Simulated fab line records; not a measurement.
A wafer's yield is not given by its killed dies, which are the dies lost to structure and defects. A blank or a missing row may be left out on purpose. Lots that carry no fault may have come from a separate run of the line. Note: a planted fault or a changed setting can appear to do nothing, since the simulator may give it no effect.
fab line records	flow n5-finfet	part 1 of 2: steps 1 to 15 of 27
record: lots: 5	wafers: 15	last-day: 16
route steps=1938 shown BEOL_M4@1059
lots with no fault: from the same line, run without faults
start-h: hours from the record's first day to the start of the lot's first wafer shown	wait-h: time in hours since the lot's previous step	" same as the row above	L1.1+2: one row covering several wafers at once	- value missing, or start not given	* or withheld: withheld	< > ~ a bound
route shown NAME@n: names a module that has steps shown in the file, with the first one's number in the route	usual: mean/standard deviation taken from wafers without a fault	same: alike in all rows	chamber/n: place in a boat	sites: readings site by site	_std_site: standard deviation of those values	_edge_site: mean of outer sites minus mean of inner sites	radius-mm: for every site, how far away it sits from the centre of the wafer	mask NAME#n: copy n	behind: the tool/chamber that last shaped the wafer	hold: reason for holding the lot/hours on hold/outcome of the hold	device: whichever transistor did not switch (one of n, p or np)	end of line: tests run on the same wafers once the route is complete	step lacking rows: just its recipe	killed: at the first sort, the dies lost to defects and structure; wafer yield is something else	map: the dies of a wafer, with x for killed, . for not killed, _ for no die there
set.NAME: the setting that was run; set.NAME@STEP: the one run at that earlier step	model.NAME: the simulator's own value behind a step, which no gauge read
lots seen at some steps along the route; tables by step, rows by wafer
services: when a tool's chamber went out of use (start-h, in hours from the record's first day, below 0 if earlier), for how many hours, and the reason
== steps ==
step: N5_BEOL_M4_DESCUM_33
recipe: chemistry: O2	time-s: 7	source-power-w: 50	bias-power-w: 20	pressure-mtorr: 20	rf-frequency-hz: 2.712e+07	temp-c: 40	resist: CAR-EUV	o2-flow-sccm: 225
usual: drypump-motor-current-A: 5.8/0.4	oes-product-au: 0.79/0.087	rf-vpp-V: 243.4/1.1	showerhead-plenum-p-Torr: 2.10/0.041	throttle-valve-pct: 20.42/0.22
lot.wafer	tool	chamber	start-h	wait-h	drypump-motor-current-A	oes-product-au	rf-hours-counter-h	rf-vpp-V	showerhead-plenum-p-Torr	throttle-valve-pct
L074.1	rie-diel-06	1	166.27	0.0	5.7	0.86	36	243.8	2.11	19.98
L074.2	"	2	"	"	6.3	0.71	202	242.1	2.06	20.43
L074.4	"	3	"	"	5.8	0.73	173	242.4	2.10	20.60
L078.2	rie-diel-06	0	198.64	0.2	5.8	0.89	39	245.1	2.12	20.40
L078.5	"	2	"	"	6.3	0.70	-	243.1	2.06	20.44
L078.6	"	3	"	"	5.8	0.72	-	243.1	2.09	20.62
L077.3	rie-diel-02	1	203.58	0.0	5.0	0.69	231	242.3	2.07	20.54
L077.4	"	2	"	"	5.8	0.85	54	243.9	2.13	20.37
L077.5	"	1	"	"	5.0	0.70	-	243.2	2.07	20.53
L083.4	rie-diel-02	0	237.42	0.0	5.2	0.68	245	244.4	2.15	20.87
L083.5	"	0	"	"	5.2	0.67	-	243.5	2.15	20.86
L083.6	"	3	"	"	6.3	0.89	-	244.6	2.22	20.30
L086.2	rie-diel-06	0	272.80	0.3	5.8	0.86	64	244.1	2.11	20.44
L086.4	"	3	"	"	5.8	0.71	206	241.6	2.09	20.64
L086.6	"	0	"	"	5.8	0.86	-	243.4	2.11	20.43
step: N5_BEOL_M4_ETCH_77
recipe: chemistry: N2/H2	target: underlayer	target-depth-a: 65	mask-material: CAR-EUV	time-s: 5.2	ion-energy-ev: 200	pressure-mtorr: 30	source-w: 840	bias-w: 150	n2-flow-sccm: 200	h2-flow-sccm: 200	ends: cleared
usual: drypump-motor-current-A: 5.8/0.4	etch-rf-on-time-s: 5.19/0.096	oes-product-au: 0.67/0.073	rf-vpp-V: 524.4/1.8	showerhead-plenum-p-Torr: 2.56/0.053	throttle-valve-pct: 17.84/0.16
lot.wafer	tool	chamber	start-h	wait-h	drypump-motor-current-A	etch-rf-on-time-s	oes-product-au	rf-hours-counter-h	rf-vpp-V	showerhead-plenum-p-Torr	throttle-valve-pct
L074.1	rie-diel-06	1	166.30	0.0	5.8	5.15	0.74	36	525.1	2.62	17.74
L074.2	"	2	"	"	6.3	5.23	0.60	202	523.0	2.51	17.91
L074.4	"	3	"	"	5.8	5.13	0.63	173	523.7	2.51	17.76
L078.2	rie-diel-06	0	198.67	0.0	5.8	5.05	0.75	39	527.1	2.58	17.83
L078.5	"	2	"	"	6.3	5.18	0.60	-	522.8	2.51	17.90
L078.6	"	3	"	"	5.8	5.13	0.64	-	522.5	2.51	17.79
L077.3	rie-diel-02	1	203.62	0.0	4.9	5.36	0.58	231	522.3	2.50	17.92
L077.4	"	2	"	"	5.8	5.24	0.72	54	524.5	2.57	17.79
L077.5	"	1	"	"	5.0	5.40	0.58	-	522.7	2.50	17.91
L083.4	rie-diel-02	0	237.46	0.0	5.2	5.23	0.58	245	525.1	2.60	18.18
L083.5	"	0	"	"	5.2	5.19	0.58	-	526.3	2.60	18.16
L083.6	"	3	"	"	6.3	5.08	0.76	-	528.3	2.68	17.49
L086.2	rie-diel-06	0	272.84	0.0	5.8	5.26	0.71	64	523.9	2.56	17.87
L086.4	"	3	"	"	5.8	5.13	0.61	206	522.6	2.50	17.88
L086.6	"	0	"	"	5.8	5.21	0.72	-	525.4	2.56	17.89
step: N5_BEOL_M4_ETCH_69
recipe: chemistry: CF4	target: SiARC	target-depth-a: 156	mask-material: CAR-EUV	time-s: 26	ion-energy-ev: 80	pressure-mtorr: 40	source-w: 545	bias-w: 36	Ar_flow_sccm: 100	cf4-flow-sccm: 100	ends: cleared
usual: drypump-motor-current-A: 5.8/0.4	etch-rf-on-time-s: 26.0/0.51	oes-product-au: 0.67/0.075	rf-vpp-V: 184.2/0.94	showerhead-plenum-p-Torr: 2.15/0.042	throttle-valve-pct: 15.62/0.18
lot.wafer	tool	chamber	start-h	wait-h	drypump-motor-current-A	etch-rf-on-time-s	oes-product-au	rf-hours-counter-h	rf-vpp-V	showerhead-plenum-p-Torr	throttle-valve-pct
L074.1	rie-diel-06	1	166.32	0.0	5.7	25.5	0.74	36	183.0	2.19	15.40
L074.2	"	2	"	"	6.3	26.6	0.60	202	184.0	2.13	15.80
L074.4	"	3	"	"	5.8	26.0	0.63	173	184.5	2.12	15.63
L078.2	rie-diel-06	0	198.69	0.0	5.8	25.5	0.75	39	185.0	2.18	15.51
L078.5	"	2	"	"	6.3	26.3	0.60	-	182.4	2.13	15.80
L078.6	"	3	"	"	5.8	25.6	0.63	-	185.1	2.12	15.68
L077.3	rie-diel-02	1	203.64	0.0	4.9	27.4	0.58	231	185.0	2.11	15.70
L077.4	"	2	"	"	5.8	26.0	0.72	54	183.2	2.17	15.53
L077.5	"	1	"	"	5.0	27.1	0.59	-	183.5	2.11	15.70
L083.4	rie-diel-02	0	237.47	0.0	5.2	26.4	0.58	245	185.0	2.20	16.01
L083.5	"	0	"	"	5.2	26.4	0.58	-	184.4	2.20	16.01
L083.6	"	3	"	"	6.4	25.9	0.76	-	186.8	2.26	15.51
L086.2	rie-diel-06	0	272.85	0.0	5.8	25.8	0.73	64	184.0	2.17	15.56
L086.4	"	3	"	"	5.8	25.8	0.60	206	185.3	2.11	15.74
L086.6	"	0	"	"	5.8	25.8	0.72	-	184.5	2.17	15.56
step: N5_BEOL_M4_ALD_98
recipe: material: SiO2	target-thk-a: 25	temp-c: 100	ald-precursor-family: BDEAS	ald-co-reactant: O2-plasma	pulse-time-s: 1	co-reactant-pulse-time-s: 1	purge-time-s: 2	co-reactant-purge-time-s: 2	ald-cycles: 17	pressure-torr: 2
usual: heater-power-w: 80/6.6	precursor-pulse-height-rel: 0.999/0.019
lot.wafer	tool	chamber	start-h	wait-h	heater-power-w	precursor-pulse-height-rel
L074.1	ald-sin-02	3	166.62	0.3	86	1.003
L074.2	"	1	"	"	90	1.005
L074.4	"	0	"	"	72	1.015
L078.2	ald-sin-03	2	199.74	1.0	70	0.995
L078.5	"	0	"	"	73	0.987
L078.6	"	1	"	"	79	0.993
L077.3	ald-sin-01	1	203.72	0.1	73	1.012
L077.4	"	3	"	"	80	1.012
L077.5	"	3	"	"	81	0.993
L083.4	ald-sin-03	2	237.56	0.1	70	1.031
L083.5	"	3	"	"	83	1.014
L083.6	"	2	"	"	71	1.004
L086.2	ald-sin-02	1	272.93	0.1	90	0.988
L086.4	"	3	"	"	94	0.997
L086.6	"	1	"	"	88	0.999
step: N5_BEOL_M4_ETCHBACK_99
recipe: chemistry: CHF3	target: SiO2	target-depth-a: 50	time-s: 10.4	source-w: 215	bias-w: 47	Ar_flow_sccm: 200	CHF3_flow_sccm: 12	ion-energy-ev: 100	pressure-mtorr: 30
usual: drypump-motor-current-A: 5.7/0.44	oes-product-au: 0.79/0.087	rf-vpp-V: 239/4.1	showerhead-plenum-p-Torr: 2.17/0.043	throttle-valve-pct: 17.04/0.18
lot.wafer	tool	chamber	start-h	wait-h	drypump-motor-current-A	oes-product-au	rf-hours-counter-h	rf-vpp-V	showerhead-plenum-p-Torr	throttle-valve-pct
L074.1	rie-diel-06	0	193.70	27.0	5.8	0.90	37	243	2.18	16.91
L074.2	"	1	"	"	5.7	0.85	43	239	2.19	16.82
L074.4	"	3	"	"	5.8	0.73	180	233	2.13	17.12
L077.3	rie-diel-05	3	210.45	6.7	5.3	0.87	39	236	2.18	16.83
L077.4	"	1	"	"	5.4	0.73	181	240	2.12	17.25
L077.5	"	3	"	"	5.3	0.87	-	235	2.18	16.84
L078.2	rie-diel-06	0	213.05	13.3	5.8	0.88	43	242	2.17	16.93
L078.5	"	0	"	"	5.8	0.88	-	243	2.17	16.93
L078.6	"	1	"	"	5.7	0.85	-	238	2.19	16.84
L083.4	rie-diel-06	2	240.45	2.8	6.3	0.69	222	248	2.12	17.21
L083.5	"	3	"	"	5.8	0.72	-	234	2.13	17.14
L083.6	"	2	"	"	6.3	0.69	-	250	2.12	17.22
L086.2	rie-diel-05	3	276.61	3.6	5.3	0.84	63	236	2.17	16.87
L086.4	"	3	"	"	5.3	0.83	-	235	2.17	16.88
L086.6	"	0	"	"	6.2	0.69	-	241	2.13	17.33
step: N5_BEOL_M4_ETCH_70
recipe: chemistry: N2/H2	target: SOC	target-depth-a: 800	overetch-a: 240	mask-material: SiARC	temp-c: 40	time-s: 130	ion-energy-ev: 200	pressure-mtorr: 30	source-w: 840	bias-w: 150	n2-flow-sccm: 200	h2-flow-sccm: 200
usual: drypump-motor-current-A: 5.7/0.43	oes-product-au: 0.58/0.06	rf-vpp-V: 524.5/1.9	showerhead-plenum-p-Torr: 2.56/0.057	throttle-valve-pct: 17.78/0.19
lot.wafer	tool	chamber	start-h	wait-h	drypump-motor-current-A	oes-product-au	rf-hours-counter-h	rf-vpp-V	showerhead-plenum-p-Torr	throttle-valve-pct
L074.1	rie-diel-06	0	193.74	0.0	5.8	0.65	37	525.6	2.58	17.79
L074.2	"	1	"	"	5.8	0.63	43	525.2	2.61	17.68
L074.4	"	3	"	"	5.8	0.54	180	524.6	2.51	17.75
L077.3	rie-diel-05	3	210.49	0.0	5.3	0.63	39	524.9	2.60	17.81
L077.4	"	1	"	"	5.4	0.54	181	524.7	2.53	18.05
L077.5	"	3	"	"	5.3	0.63	-	524.9	2.60	17.82
L078.2	rie-diel-06	0	213.09	0.0	5.8	0.64	43	526.2	2.57	17.81
L078.5	"	0	"	"	5.8	0.64	-	523.8	2.57	17.80
L078.6	"	1	"	"	5.7	0.62	-	524.3	2.61	17.71
L083.4	rie-diel-06	2	240.49	0.0	6.3	0.51	222	523.2	2.50	17.86
L083.5	"	3	"	"	5.8	0.53	-	523.0	2.50	17.78
L083.6	"	2	"	"	6.3	0.51	-	522.4	2.50	17.87
L086.2	rie-diel-05	3	276.65	0.0	5.3	0.60	63	524.6	2.59	17.85
L086.4	"	3	"	"	5.3	0.61	-	523.9	2.59	17.86
L086.6	"	0	"	"	6.2	0.51	-	522.3	2.51	18.06
step: N5_BEOL_M4_STRIP_71
recipe: chemistry: N2/H2	temp-c: 40	n2-flow-sccm: 200	h2-flow-sccm: 200	rf-frequency-hz: 6e+07
lot.wafer	tool	chamber	start-h	wait-h
L074.1+2+4	rie-diel-06	0,1,3	193.82	0.0
L077.3+4+5	rie-diel-05	3,1,3	210.57	0.0
L078.2+5+6	rie-diel-06	0,0,1	213.17	0.0
L083.4+5+6	rie-diel-06	2,3,2	240.57	0.0
L086.2+4+6	rie-diel-05	3,3,0	276.74	0.0
step: N5_BEOL_M4_STRIP_78
recipe: chemistry: N2/H2	temp-c: 40	n2-flow-sccm: 200	h2-flow-sccm: 200	rf-frequency-hz: 6e+07
lot.wafer	tool	chamber	start-h	wait-h
L074.1+2+4	rie-diel-06	0,1,3	193.83	0.0
L077.3+4+5	rie-diel-05	3,1,3	210.58	0.0
L078.2+5+6	rie-diel-06	0,0,1	213.18	0.0
L083.4+5+6	rie-diel-06	2,3,2	240.58	0.0
L086.2+4+6	rie-diel-05	3,3,0	276.75	0.0
step: N5_BEOL_M4_VIA_ETCH_34
recipe: chemistry: C4F6/O2	target-depth-a: 694	mask-material: SOC	pressure-mtorr: 15	ion-energy-ev: 250	taper-deg: 4	time-s: 65.9	source-w: 350	bias-w: 170	Ar_flow_sccm: 300	C4F6_flow_sccm: 10	O2_flow_sccm: 10
usual: drypump-motor-current-A: 5.7/0.44	oes-product-au: 0.79/0.087	rf-vpp-V: 661/11	showerhead-plenum-p-Torr: 2.86/0.055	throttle-valve-pct: 30.67/0.2
lot.wafer	tool	chamber	start-h	wait-h	drypump-motor-current-A	oes-product-au	rf-hours-counter-h	rf-vpp-V	showerhead-plenum-p-Torr	throttle-valve-pct
L074.1	rie-diel-06	0	193.84	0.0	5.8	0.88	37	674	2.87	30.80
L074.2	"	1	"	"	5.8	0.85	43	661	2.90	30.44
L074.4	"	3	"	"	5.8	0.72	180	648	2.82	30.66
L077.3	rie-diel-05	3	210.59	0.0	5.3	0.87	39	651	2.88	30.63
L077.4	"	1	"	"	5.4	0.74	181	657	2.80	30.78
L077.5	"	3	"	"	5.3	0.87	-	651	2.88	30.63
L078.2	rie-diel-06	0	213.19	0.0	5.8	0.88	43	674	2.87	30.82
L078.5	"	0	"	"	5.8	0.89	-	674	2.87	30.82
L078.6	"	1	"	"	5.8	0.84	-	661	2.89	30.43
L083.4	rie-diel-06	2	240.59	0.0	6.3	0.70	222	687	2.81	30.69
L083.5	"	3	"	"	5.8	0.71	-	647	2.81	30.65
L083.6	"	2	"	"	6.3	0.69	-	687	2.81	30.71
L086.2	rie-diel-05	3	276.76	0.0	5.3	0.84	63	650	2.87	30.64
L086.4	"	3	"	"	5.3	0.84	-	653	2.87	30.63
L086.6	"	0	"	"	6.3	0.70	-	667	2.81	30.99
step: N5_BEOL_M4_STRIP_83
recipe: chemistry: C4F6/O2	resist: SiARC	rf-frequency-hz: 6e+07
lot.wafer	tool	chamber	start-h	wait-h
L074.1+2+4	rie-diel-06	0,1,3	193.89	0.0
L077.3+4+5	rie-diel-05	3,1,3	210.64	0.0
L078.2+5+6	rie-diel-06	0,0,1	213.24	0.0
L083.4+5+6	rie-diel-06	2,3,2	240.64	0.0
L086.2+4+6	rie-diel-05	3,3,0	276.81	0.0
step: N5_BEOL_M4_STRIP_36
recipe: chemistry: N2/H2	power-w: 450	temp-c: 40	pressure-mtorr: 20	rf-frequency-hz: 6e+07	overash-fraction: 0.3	bias-power-w: 7	h2-frac: 0.5	n2-flow-sccm: 200	h2-flow-sccm: 200
usual: drypump-motor-current-A: 5.7/0.44	oes-product-au: 0.80/0.087	rf-vpp-V: 59.1/1.3	showerhead-plenum-p-Torr: 2.56/0.057	throttle-valve-pct: 23.60/0.28
same: overash-fraction: 0.3
lot.wafer	tool	chamber	start-h	wait-h	drypump-motor-current-A	oes-product-au	rf-hours-counter-h	rf-vpp-V	showerhead-plenum-p-Torr	throttle-valve-pct
L074.1	rie-diel-06	0	193.90	0.0	5.8	0.90	38	62.4	2.57	23.87
L074.2	"	1	"	"	5.7	0.85	43	58.8	2.61	23.55
L074.4	"	3	"	"	5.8	0.71	180	59.1	2.50	23.41
L077.3	rie-diel-05	3	210.65	0.0	5.3	0.86	39	59.6	2.60	23.89
L077.4	"	1	"	"	5.4	0.74	181	58.8	2.53	23.81
L077.5	"	3	"	"	5.3	0.86	-	58.9	2.60	23.87
L078.2	rie-diel-06	0	213.25	0.0	5.8	0.90	43	57.4	2.57	23.85
L078.5	"	0	"	"	5.8	0.89	-	59.2	2.57	23.88
L078.6	"	1	"	"	5.8	0.84	-	58.5	2.61	23.54
L083.4	rie-diel-06	2	240.65	0.0	6.3	0.70	222	55.5	2.50	23.56
L083.5	"	3	"	"	5.8	0.71	-	59.2	2.50	23.46
L083.6	"	2	"	"	6.3	0.69	-	56.3	2.50	23.53
L086.2	rie-diel-05	3	276.82	0.0	5.3	0.83	63	60.5	2.58	23.91
L086.4	"	3	"	"	5.3	0.83	-	61.1	2.59	23.92
L086.6	"	0	"	"	6.3	0.69	-	59.8	2.51	23.85
step: N5_BEOL_M4_TRENCH_ETCH_37
recipe: chemistry: C4F6/O2	target-depth-a: 555.55	target: SiOC	time-s: 29.2	ion-energy-ev: 250	pressure-mtorr: 30	source-w: 355	bias-w: 185	Ar_flow_sccm: 300	C4F6_flow_sccm: 10	O2_flow_sccm: 10
usual: drypump-motor-current-A: 5.7/0.44	oes-product-au: 0.79/0.088	rf-vpp-V: 661/11	showerhead-plenum-p-Torr: 2.86/0.055	throttle-valve-pct: 20.82/0.16
lot.wafer	tool	chamber	start-h	wait-h	drypump-motor-current-A	oes-product-au	rf-hours-counter-h	rf-vpp-V	showerhead-plenum-p-Torr	throttle-valve-pct
L074.1	rie-diel-06	0	-	-	5.8	0.89	38	675	2.88	20.74
L074.2	"	1	"	"	5.8	0.86	43	659	2.90	20.62
L074.4	"	3	"	"	5.8	0.73	180	648	2.82	20.87
L077.3	rie-diel-05	3	-	-	5.3	0.88	39	650	2.88	20.66
L077.4	"	1	"	"	5.4	0.74	181	657	2.81	20.97
L077.5	"	3	"	"	5.3	0.88	-	650	2.88	20.65
L078.2	rie-diel-06	0	-	-	5.8	0.88	43	673	2.88	20.75
L078.5	"	0	"	"	5.8	0.88	-	673	2.87	20.76
L078.6	"	1	"	"	5.7	0.84	-	660	2.90	20.63
L083.4	rie-diel-06	2	-	-	6.3	0.68	223	687	2.81	20.96
L083.5	"	3	"	"	5.8	0.71	-	646	2.81	20.91
L083.6	"	2	"	"	6.3	0.68	-	688	2.81	20.95
L086.2	rie-diel-05	3	-	-	5.3	0.84	63	650	2.87	20.67
L086.4	"	3	"	"	5.3	0.84	-	650	2.87	20.68
L086.6	"	0	"	"	6.2	0.68	-	669	2.82	21.09
step: N5_BEOL_M4_ETCH_41
recipe: chemistry: CH3F/O2	target: SiCN	target-depth-a: 299	taper-deg: 2	time-s: 52.5	ion-energy-ev: 120	mask-material: TiN	pressure-mtorr: 30	source-w: 395	bias-w: 75	Ar_flow_sccm: 150	CH3F_flow_sccm: 30	O2_flow_sccm: 20
usual: drypump-motor-current-A: 5.7/0.43	oes-product-au: 0.79/0.086	rf-vpp-V: 297.8/1.2	showerhead-plenum-p-Torr: 2.01/0.041	throttle-valve-pct: 16.29/0.19
lot.wafer	tool	chamber	start-h	wait-h	drypump-motor-current-A	oes-product-au	rf-hours-counter-h	rf-vpp-V	showerhead-plenum-p-Torr	throttle-valve-pct
L074.1	rie-diel-06	0	-	-	5.8	0.89	38	296.5	2.02	16.17
L074.2	"	1	"	"	5.7	0.85	43	297.2	2.04	16.08
L074.4	"	3	"	"	5.8	0.73	180	296.7	1.98	16.40
L077.3	rie-diel-05	3	-	-	5.3	0.87	39	298.9	2.03	16.08
L077.4	"	1	"	"	5.4	0.74	181	296.7	1.97	16.47
L077.5	"	3	"	"	5.3	0.87	-	298.5	2.03	16.08
L078.2	rie-diel-06	0	-	-	5.8	0.88	43	297.0	2.02	16.18
L078.5	"	0	"	"	5.8	0.88	-	298.4	2.02	16.17
L078.6	"	1	"	"	5.7	0.84	-	297.9	2.04	16.09
L083.4	rie-diel-06	2	-	-	6.3	0.69	223	297.6	1.97	16.49
L083.5	"	3	"	"	5.8	0.72	-	297.0	1.98	16.43
L083.6	"	2	"	"	6.3	0.69	-	297.4	1.97	16.49
L086.2	rie-diel-05	3	-	-	5.3	0.83	63	298.0	2.02	16.11
L086.4	"	3	"	"	5.3	0.83	-	297.8	2.02	16.11
L086.6	"	0	"	"	6.2	0.68	-	296.2	1.98	16.59
step: N5_BEOL_M4_STRIP_97
recipe: chemistry: N2/H2	time-s: 10	power-w: 450	temp-c: 40	pressure-mtorr: 20	rf-frequency-hz: 6e+07	bias-power-w: 7	n2-flow-sccm: 200	h2-flow-sccm: 200
usual: drypump-motor-current-A: 5.7/0.44	oes-product-au: 0.80/0.087	rf-vpp-V: 59.3/0.83	showerhead-plenum-p-Torr: 2.56/0.057	throttle-valve-pct: 23.59/0.28
lot.wafer	tool	chamber	start-h	wait-h	drypump-motor-current-A	oes-product-au	rf-hours-counter-h	rf-vpp-V	showerhead-plenum-p-Torr	throttle-valve-pct
L074.1	rie-diel-06	0	-	-	5.8	0.90	38	60.2	2.57	23.86
L074.2	"	1	"	"	5.7	0.85	43	59.0	2.61	23.54
L074.4	"	3	"	"	5.8	0.72	180	59.3	2.51	23.46
L077.3	rie-diel-05	3	-	-	5.3	0.87	39	60.2	2.60	23.87
L077.4	"	1	"	"	5.4	0.74	181	58.8	2.53	23.83
L077.5	"	3	"	"	5.3	0.88	-	59.7	2.59	23.87
L078.2	rie-diel-06	0	-	-	5.8	0.89	43	59.7	2.57	23.88
L078.5	"	0	"	"	5.8	0.88	-	59.1	2.57	23.89
L078.6	"	1	"	"	5.7	0.84	-	59.7	2.61	23.56
L083.4	rie-diel-06	2	-	-	6.3	0.70	223	60.3	2.50	23.54
L083.5	"	3	"	"	5.8	0.71	-	58.4	2.50	23.46
L083.6	"	2	"	"	6.3	0.70	-	58.6	2.50	23.56
L086.2	rie-diel-05	3	-	-	5.3	0.83	63	57.2	2.58	23.91
L086.4	"	3	"	"	5.3	0.84	-	60.3	2.59	23.92
L086.6	"	0	"	"	6.2	0.69	-	59.6	2.51	23.87
step: N5_BEOL_M4_OCD_MEAS_38
usual: trench-depth-nm: 55.3/1
lot.wafer	tool	chamber	start-h	wait-h	trench-depth-nm
L074.1	ocd-01	-	194.10	-	56.4
L074.2	"	-	"	"	56.1
L074.4	"	-	"	"	54.5
L077.3	ocd-01	-	210.85	-	57.1
L077.4	"	-	"	"	55.6
L077.5	"	-	"	"	57.3
L078.2	ocd-02	-	213.45	-	56.5
L078.5	"	-	"	"	55.9
L078.6	"	-	"	"	55.7
L083.4	ocd-01	-	240.85	-	54.9
L083.5	"	-	"	"	54.8
L083.6	"	-	"	"	53.3
L086.2	ocd-01	-	277.01	-	56.8
L086.4	"	-	"	"	57.3
L086.6	"	-	"	"	54.6
